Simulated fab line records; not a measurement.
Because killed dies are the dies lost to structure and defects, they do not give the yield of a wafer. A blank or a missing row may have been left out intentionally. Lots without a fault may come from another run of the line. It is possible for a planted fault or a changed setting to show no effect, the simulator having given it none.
Struck lot and sound lot, side by side	flow n5-finfet	36 steps out of a route of 1938
Sound: the wafers L522.3, L522.5, L522.6. Struck: wafer L527.6. (L527.2, L527.4 of the same lot were not struck and are left out.) The cause comes at the end.
Order at every step that has rows: each side's tool, ch and its chambers, its first start. Under that, the readings that differ: sound wafers	struck wafers	difference of the means	sigmas: that difference in standard deviations of wafers without a fault.
alike: same words and numbers on both sides, and readings whose means sit less than 2 such deviations apart. not compared: any withheld reading, any reading some wafer has no value for, any bound like >300 that may hide the same value, and any number with overlapping values for which the record gives no deviation.
Wherever a step has rows on one side only, a row that says differs or no value, or a row with sigmas, the two part there. Numbers that have no deviation but don't overlap get no sigmas and don't part them. A reading that every wafer of one side lacks parts them only if that side has two wafers or more.

first, 9 steps without rows for these wafers: N5_BEOL_M4_ANNEAL_95 (time 240 s); N5_BEOL_M4_SPUTTER_96 (material Cu, target thk 4.5 nm, time 8.29 s); N5_BEOL_M4_ECD_50 (material Cu, target thk 300 nm); N5_BEOL_M4_ANNEAL_51 (time 90 s); N5_BEOL_M4_CMP_52 (polishes, stops on SiOC, t overpolish 6.8 s, target thk 40 nm); N5_BEOL_M4_PRE_CLEAN_60 (time 15 s); N5_BEOL_M4_CO_CAP_55 (material Co, precursor CCTBA/H2, target thk 2 nm, time 102.1 s); N5_BEOL_M4_PRE_CLEAN_56 (time 15 s); N5_BEOL_M4_DEP_57 (deposits SiCN from 3MS/NH3, target thk 8 nm, time 14 s).
N5_BEOL_M4_RC_MEAS_101:
  sound on prober-01 ch 0, day 12 13:41; struck on prober-02 ch 0, day 14 05:37
reading	sound	struck	difference	sigmas
DIBL_P (mV/V)	33.1 33.7 35.6	40.6	+6.5	+3
IOFF_N (nA/um)	0.13 0.14 0.15	0.25	+0.11	+2
IOFF_P (nA/um)	0.17 0.19 0.21	0.31	+0.12	+2
SS_N (mV/dec)	70.7 70.8 71.3	72.9	+2.0	+2
VT_P (mV)	-253 -253 -250	-244	+8	+2
  alike: DIBL_N, ION_N, ION_P, SS_P, VT_N
then, 24 steps without rows for these wafers: N5_BEOL_M5_ILD_DEP_00 (deposits SiCOH lowk from DEMS/porogen, target thk 140.64 nm, time 25.9 s); N5_BEOL_M5_CURE_79 (cures SiCOH lowk, time 240 s); N5_BEOL_M5_PECVD_70 (deposits SiO2 from TEOS/O2, target thk 16 nm, time 18 s); N5_BEOL_M5_HM_DEP_02 (deposits TiN, target thk 20 nm); N5_BEOL_M5_COAT_59 (time 60 s, resist thk 60 nm); N5_BEOL_M5_COAT_60 (time 60 s, resist thk 12 nm); N5_BEOL_M5_COAT_71 (time 60 s, resist thk 5 nm); N5_BEOL_M5_COAT_05 (resist thk 30 nm); N5_BEOL_M5_EBR_07; N5_BEOL_M5_SOFTBAKE_06 (time 60 s); N5_BEOL_M5_EXPOSE_08 (exposes mask M5, target cd 28 nm); N5_BEOL_M5_PEB_09 (peb time 60 s); N5_BEOL_M5_DEVELOP_10 (develop time 30 s); N5_BEOL_M5_DESCUM_16 (chemistry O2, time 7 s); N5_BEOL_M5_ETCH_72 (etches underlayer in N2/H2, target depth 6.5 nm, time 5.2 s); N5_BEOL_M5_ETCH_61 (etches SiARC in CF4, target depth 15.6 nm, time 26 s); N5_BEOL_M5_ETCH_62 (etches SOC in N2/H2, target depth 75 nm, overetch 15 nm, time 112.5 s); N5_BEOL_M5_STRIP_63 (strips in N2/H2); N5_BEOL_M5_STRIP_73 (strips in N2/H2); N5_BEOL_M5_STRIP_64 (strips in CF4); N5_BEOL_M5_HM_OPEN_17 (chemistry Cl2/BCl3, target TiN, target depth 20 nm, overetch 6 nm); N5_BEOL_M5_STRIP_19 (strips in O2); N5_BEOL_M5_COAT_65 (time 60 s, resist thk 60 nm); N5_BEOL_M5_COAT_66 (time 60 s, resist thk 12 nm).
-- here the record skips 4 days between the struck wafers' starts before and after, leaving off in module BEOL_M5 and picking up in module PASSIVATION (first step shown: number 1936 of the route) --
N5_PASSIVATION_PECVD_01: deposits SiNx from SiH4/NH3/N2, target thk 200 nm, time 43.2 s.
  sound on pecvd-03 ch 0,1, day 16 23:35; struck on pecvd-03 ch 0, day 18 01:24
reading	sound	struck	difference	sigmas
model.SiNx_of_PASSIVATION_PECVD_01.thk-nm (nm)	198 201.4 202.6	213.6	+12.9	
  alike: heater-power-w, showerhead-plenum-p-Torr, throttle-valve-pct
N5_PASSIVATION_PROBE_49:
  sound on prober-01 at day 17 08:19; struck on prober-02 at day 18 10:02
reading	sound	struck	difference	sigmas
defect-limited-yield (%)	88.3 89.0 86.7	83.4	-4.6	-3
killed-at-other	5 13 7	75	+67	+21
killed-dies	138 130 157	196	+54	+3
sort_bin_5_function (%)	7.1 6.4 6.9	12.2	+5.4	+5
  alike: killed_at_M0_to_M3, killed_at_M4_up, killed-at-contacts, killed-at-front-end, killed-open, killed-short, sort_bin_4_leakage, sort_bin_6_memory, sort_bin_8_speed, sort-n-pass

## WHERE THEY PART
Earliest at N5_BEOL_M4_RC_MEAS_101; latest, in this record, at N5_PASSIVATION_PROBE_49.

WHY: the cause the simulator had injected
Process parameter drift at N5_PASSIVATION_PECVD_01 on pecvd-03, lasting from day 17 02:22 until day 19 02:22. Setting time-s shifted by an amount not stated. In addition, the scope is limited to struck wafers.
